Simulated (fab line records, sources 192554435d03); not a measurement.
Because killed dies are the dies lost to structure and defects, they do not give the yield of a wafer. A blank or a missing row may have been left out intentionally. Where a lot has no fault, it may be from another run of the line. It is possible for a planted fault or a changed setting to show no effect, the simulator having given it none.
2 desks, one fault :: flow n5-finfet :: each desk holds nothing but its own numbers, with what lay behind them at the end

== FOR THE TOOL OWNER'S DESK: pecvd-02 ==
The tool's own readings at N5_BEOL_M7_ILD_DEP_00 (deposits SiCOH lowk from DEMS/porogen, target thk 179.75 nm, time 33.4 s): means of the sampled wafers that have a number, for each lot that ran on this tool. The brackets show how far a lot's mean lies from the usual mean; more than 4 standard deviations puts the lot out of limits, marked OUT.
Columns: A = heater-power-w at N5_BEOL_M7_ILD_DEP_00, usual 336 W; B = rf-fwd-power-W at N5_BEOL_M7_ILD_DEP_00, usual 494.8 W; C = showerhead-plenum-p-Torr at N5_BEOL_M7_ILD_DEP_00, usual 5.745 Torr; D = throttle-valve-pct at N5_BEOL_M7_ILD_DEP_00, usual 13.2 %
lot: L888
first seen here: day 10 14:10
A: 329
B: 496.0
C: 5.736
D: 13.4

lot: L895
first seen here: day 12 00:13
A: 339
B: 494.5
C: 5.742
D: 13.2

lot: L897
first seen here: day 12 18:44
A: 306
B: 493.0
C: 5.741
D: 13.1
Finding of this desk: none of the 3 lots has anything out of limits.

== AT THE METROLOGY DESK ==
What the gauges read for every lot (on any tool): the sampled wafers with a number, averaged. The brackets show how far a lot's mean lies from the usual mean; more than 4 standard deviations puts the lot out of limits, marked OUT.
Columns: A = M7_ILD_THK at N5_BEOL_M7_THK_MEAS_01, usual 154.8 nm
lot: L888
first seen here: day 10 14:44
A: 156.3

lot: L895
first seen here: day 12 00:55
A: 152.6

lot: L897
first seen here: day 12 19:49
A: 149.7

lot: L903
first seen here: day 13 20:46
A: 154.4
Finding of this desk: none of the 4 lots has anything out of limits.

== TAKEN TOGETHER ==
Nothing out of limits was seen by the tool owner's desk.
The metrology desk saw nothing out of limits.

== WHAT HAD BEEN PUT IN BY THE SIMULATOR ==
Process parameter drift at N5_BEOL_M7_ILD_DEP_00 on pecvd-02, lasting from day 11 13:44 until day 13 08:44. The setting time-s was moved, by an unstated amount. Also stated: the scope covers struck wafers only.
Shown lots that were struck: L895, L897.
